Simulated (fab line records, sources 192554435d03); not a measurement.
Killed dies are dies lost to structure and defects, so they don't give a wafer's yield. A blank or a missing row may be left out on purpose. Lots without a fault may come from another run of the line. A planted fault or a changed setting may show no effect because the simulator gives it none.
Chamber matching | flow n5_finfet | N5_BEOL_M12_ETCH_67 on rie_diel-04: 4 sister chambers
The step etches SiARC in CF4, target depth 143 nm, time 238.3 s. 18 wafers are shown with their chamber, then 9 later ones without.

WAFERS WITH THEIR CHAMBER
wafer  | chamber | drypump_motor_current_A (A) | showerhead_plenum_p_Torr (Torr) | throttle_valve_pct (%)
L074.1 | 1       | 5.7                         | 2.22                            | 15.88
L074.3 | 0       | 5.4                         | 2.11                            | 15.67
L074.5 | 1       | 5.7                         | 2.22                            | 15.88
L075.3 | 3       | 6.0                         | 2.10                            | 15.33
L075.5 | 1       | 5.7                         | 2.22                            | 15.91
L075.6 | 3       | 6.1                         | 2.10                            | 15.33
L076.1 | 1       | 5.7                         | 2.22                            | 15.92
L076.4 | 0       | 5.4                         | 2.11                            | 15.20
L076.5 | 0       | 5.4                         | 2.11                            | 15.19
L079.1 | 3       | 6.0                         | 2.10                            | 15.34
L079.2 | 1       | 5.7                         | 2.22                            | 15.93
L079.3 | 0       | 5.4                         | 2.11                            | 15.20
L079.4 | 2       | 5.2                         | 2.12                            | 15.97
L079.5 | 1       | 5.7                         | 2.22                            | 15.94
L079.6 | 0       | 5.4                         | 2.11                            | 15.19
L086.2 | 3       | 6.0                         | 2.09                            | 15.38
L086.4 | 0       | 5.4                         | 2.10                            | 15.22
L086.6 | 0       | 5.4                         | 2.10                            | 15.22

SIGNATURES (means of the wafers above)
reading                  | chamber 0 | chamber 1 | chamber 2 | chamber 3 | scatter within a chamber
drypump_motor_current_A  | 5.400     | 5.700     | 5.200     | 6.025     | 0.0231
showerhead_plenum_p_Torr | 2.1071    | 2.2200    | 2.1200    | 2.0975    | 0.00394
throttle_valve_pct       | 15.2700   | 15.9100   | 15.9700   | 15.3450   | 0.117
Rule: a wafer's distance from a chamber is the root of the sum, over the readings, of the square of ((its reading less the chamber's mean) divided by the reading's scatter). The wafer belongs to the nearest chamber; if the next one is less than 2 further off, it can't be placed. The scatter: the root of (the sum of the squares of (reading less its chamber's mean) over the shown wafers, divided by (wafers less chambers)).

WAFERS WITHOUT THEIR CHAMBER
wafer  | drypump_motor_current_A (A) | showerhead_plenum_p_Torr (Torr) | throttle_valve_pct (%)
L090.1 | 5.4                         | 2.10                            | 15.26
L090.2 | 5.7                         | 2.21                            | 15.97
L090.3 | 5.2                         | 2.11                            | 16.02
L092.1 | 5.4                         | 2.10                            | 15.25
L092.4 | 5.4                         | 2.10                            | 15.25
L092.5 | 6.0                         | 2.09                            | 15.41
L094.2 | 6.1                         | 2.09                            | 15.43
L094.3 | 5.4                         | 2.10                            | 15.26
L094.5 | 5.7                         | 2.21                            | 15.98

WHICH CHAMBER EACH WENT THROUGH
wafer  | from the rows above | in truth
L090.1 | 0                   | 0
L090.2 | 1                   | 1
L090.3 | 2                   | 2
L092.1 | 0                   | 0
L092.4 | 0                   | 0
L092.5 | 3                   | 3
L094.2 | 3                   | 3
L094.3 | 0                   | 0
L094.5 | 1                   | 1
Placed correctly: 9 of 9. Can't be placed from these rows: 0. Placed wrongly: 0.
